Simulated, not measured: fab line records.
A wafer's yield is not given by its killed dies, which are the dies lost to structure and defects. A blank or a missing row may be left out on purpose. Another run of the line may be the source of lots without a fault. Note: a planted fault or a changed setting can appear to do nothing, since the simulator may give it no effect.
Struck lot and sound lot, side by side :: flow n5Finfet :: 17 steps out of a route of 1938
Sound: wafers L992.1, L992.3, L992.6. Struck: wafers L996.4, L996.5. At the end, the cause is stated.
At each step with rows: each side's tool, then ch and its chambers, then its first start. Under that, the readings that differ: sound wafers :: struck wafers :: difference of the means :: sigmas: that difference in standard deviations of wafers without a fault.
alike: readings with means less than 2 such deviations apart, plus words and numbers identical on both sides. not compared: withheld readings, readings lacking a value on some wafer, bounds such as >300 that could conceal the same value, and numbers that have no deviation in the record and whose values overlap.
A row with sigmas, a row that says differs or no value, or rows on one side alone: a step with any of these is where the two part. When numbers do not overlap yet have no deviation, they are printed without sigmas and do not part them. A reading that every wafer of one side lacks parts them only if that side has two wafers or more.

first, 4 steps without rows for these wafers: N5_BEOL_M7_HM_STRIP_39 (strips TiN in peroxide tin strip, target depth 25 nm, time 158 s); N5_BEOL_M7_SRD_40 (time 30 s); N5_BEOL_M7_PRECLEAN_42 (cleans in residue remover, time 60 s); N5_BEOL_M7_SRD_43 (time 30 s).
N5_BEOL_M7_CD_MEAS_35: the cd target is 40 nm.
  struck on cdSem-01, day 13 00:53; sound on cdSem-02, day 11 17:25
  alike: cdNm
N5_BEOL_M7_CURE_75: cures SiCOH lowk, time 120 s.
  sound on uvCure-01 ch 2, day 11 17:32; struck on uvCure-03 ch 1, day 13 01:04
  alike: lampPowerPct, wafer_temp_C_max
then, 1 step without rows for these wafers: N5_BEOL_M7_DEGAS_44 (time 60 s).
N5_BEOL_M7_PRE_CLEAN_45: time 30 s.
  struck on pvdSputter-03, day 13 02:51; sound on pvdSputter-03, day 11 17:53
  alike: heaterPowerW
N5_BEOL_M7_ALD_77: deposits TaN, target thk 2 nm, pulse time 2 s, purge time 3 s.
  sound on aldMetal-01 ch 0,1,2, day 11 17:58; struck on aldMetal-04 ch 1,3, day 13 02:55
  alike: heaterPowerW
  not compared: sinceWetCleanH
N5_BEOL_M7_SURFACE_TREAT_79:
  struck on pvdSputter-03, day 13 03:19; sound on pvdSputter-02, day 11 18:17
  not compared: pressureMtorr, throttleValvePct
then, 2 steps without rows for these wafers: N5_BEOL_M7_CVD_78 (deposits Co from CCTBA/H2, target thk 2 nm, time 142.3 s); N5_BEOL_M7_SPUTTER_48 (material Cu, target thk 10 nm, time 1.667 s).
N5_BEOL_M7_ECD_50: material Cu, target thk 300 nm.
  sound on ecdCu-02 ch 0,1, day 11 18:43; struck on ecdCu-01 ch 0, day 13 03:42
reading: model.Cu_of_BEOL_M7_ECD_50.thkNm (nm)
sound: 301.2 298 297.2
struck: 147.8 148.2
difference: -150.8
sigmas: 
N5_BEOL_M7_ANNEAL_51: time 90 s.
  sound on rtpAnneal-01 ch 0, day 11 19:01; struck on rtpAnneal-01 ch 0, day 13 03:54
  alike: wafer_temp_C_max
N5_BEOL_M7_CMP_52: polishes, stops on SiCOH lowk, t overpolish 6.9 s, target thk 80 nm.
  sound on cmp-02 ch 0,3, day 11 19:19; struck on cmp-01 ch 2,3, day 13 04:08
reading: timeToEndpointS (s)
sound: 62.4 61.8 57.6
struck: 31.8 30.1
difference: -29.6
sigmas: -12
  alike: motorCurrentA
N5_BEOL_M7_THK_MEAS_53: measures by xrf.
  struck on filmMetro-02, day 13 04:22; sound on filmMetro-01, day 11 19:37
  alike: M7_THK
next, for these wafers, 1 step has no rows: N5_PASSIVATION_PROBE_49.

## WHERE THEY PART
Only at N5_BEOL_M7_CMP_52, as far as this record shows. Later steps at which nothing parts them and some readings are alike: N5_BEOL_M7_THK_MEAS_53.

WHY: whatever the simulator had introduced
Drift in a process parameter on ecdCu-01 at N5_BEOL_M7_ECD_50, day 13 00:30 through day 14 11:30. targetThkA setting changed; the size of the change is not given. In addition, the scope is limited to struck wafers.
